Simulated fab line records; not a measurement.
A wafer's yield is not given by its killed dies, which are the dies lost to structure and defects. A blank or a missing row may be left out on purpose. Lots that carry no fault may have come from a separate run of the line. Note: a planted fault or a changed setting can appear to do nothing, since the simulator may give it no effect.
A lot that was struck, set against a sound lot | flow n5Finfet | 18 out of 1938 route steps
Sound: the wafers L322.1, L322.4, L322.6. Struck: wafer L329.3 (L329.5, L329.6, from the same lot, were not struck and are left out); the cause is given at the end.
Each step with rows lists, per side, the tool, then ch with its chambers, then its first start. Under that, the readings that differ: sound wafers | struck wafers | difference of the means | sigmas: that difference in standard deviations of wafers without a fault.
alike: readings whose means differ by less than 2 such deviations, and words and numbers that are the same on both sides. not compared: withheld readings, readings that some wafer has no value for, bounds like >300 that may hide the same value, and numbers for which the record gives no deviation and whose values overlap.
The two part at a step that has a row with sigmas, a row that says differs or no value, or rows on one side only. When numbers do not overlap yet have no deviation, they are printed without sigmas and do not part them. Lack of a reading on every wafer of one side parts them only where that side has two or more wafers.

N5_BEOL_M15_ETCH_61: etches BARC in N2/H2, target depth 89 nm, overetch 26.7 nm, time 67.9 s.
  sound on rieDiel-01 ch 2,3, day 12 06:49; struck on rieDiel-01 ch 0, day 14 23:13
  alike: drypumpMotorCurrentA, n2FlowSccm, oesProductAu, rfVppV, showerheadPlenumPTorr, throttleValvePct
  not compared: rfHoursCounterH
then, 7 steps without rows for these wafers: N5_BEOL_M15_TRENCH_ETCH_34 (etches SiO2 in C4F8/O2/Ar, target depth 872.93 nm, time 199 s); N5_BEOL_M15_STRIP_36 (strips in O2); N5_BEOL_M15_STRIP_62 (strips in O2); N5_BEOL_M15_STRIP_37 (strips in O2); N5_BEOL_M15_ETCH_38 (etches SiCN in CF4/N2, target depth 106.4 nm, time 120.5 s); N5_BEOL_M15_PRECLEAN_39 (cleans in residue remover, time 60 s); N5_BEOL_M15_SRD_40 (time 30 s, dry time 30 s).
N5_BEOL_M15_DEGAS_41: time 60 s.
  struck on pvdSputter-03, day 15 01:04; sound on pvdSputter-03, day 12 08:08
  alike: heaterPowerW, susceptorTempC
N5_BEOL_M15_PRE_CLEAN_42: time 30 s.
  struck on pvdSputter-03, day 15 01:06; sound on pvdSputter-03, day 12 08:10
  alike: heaterPowerW, susceptorTempC
N5_BEOL_M15_SPUTTER_43: material TaN, target thk 15 nm, time 24.19 s.
  struck on pvdSputter-03, day 15 01:08; sound on pvdSputter-03, day 12 08:13
  alike: susceptorTempC, throttleValvePct
N5_BEOL_M15_SPUTTER_44: material Ta, target thk 15 nm, time 24.19 s.
  struck on pvdSputter-03, day 15 01:13; sound on pvdSputter-03, day 12 08:17
reading                                    | sound      | struck | difference | sigmas
model.Ta_of_BEOL_M15_SPUTTER_44.thkNm (nm) | 15 14.8 15 | 9.6    | -5.3       | 
  alike: throttleValvePct
  not compared: susceptorTempC
then, 2 steps without rows for these wafers: N5_BEOL_M15_SPUTTER_45 (material Cu, target thk 100 nm, time 16.67 s); N5_BEOL_M15_ECD_47 (material Cu, target thk 1860 nm).
N5_BEOL_M15_ANNEAL_48: time 90 s.
  sound on rtpAnneal-01 ch 0, day 12 08:44; struck on rtpAnneal-02 ch 0, day 15 01:46
  alike: wafer_temp_C_max
N5_BEOL_M15_CMP_49: polishes, stops on SiO2, t overpolish 4.9 s, target thk 850 nm.
  sound on cmp-01 ch 0,1,2, day 12 09:04; struck on cmp-04 ch 2, day 15 01:58
reading                   | sound          | struck | difference | sigmas
barrierFieldEndpointS (s) | 11.6 11.3 11.8 | 8.9    | -2.7       | -8
  alike: motorCurrentA, platenRpm
N5_BEOL_M15_THK_MEAS_50: measures by xrf.
  struck on filmMetro-01, day 15 02:16; sound on filmMetro-02, day 12 09:20
  alike: M15_THK
N5_PASSIVATION_PROBE_49:
  the record holds rows for the sound wafers here (prober-01, day 12 22:08) but none for the struck ones

WHERE THEY PART
At N5_BEOL_M15_CMP_49 first; at N5_PASSIVATION_PROBE_49 last (within this record only).

WHY: whatever the simulator had introduced
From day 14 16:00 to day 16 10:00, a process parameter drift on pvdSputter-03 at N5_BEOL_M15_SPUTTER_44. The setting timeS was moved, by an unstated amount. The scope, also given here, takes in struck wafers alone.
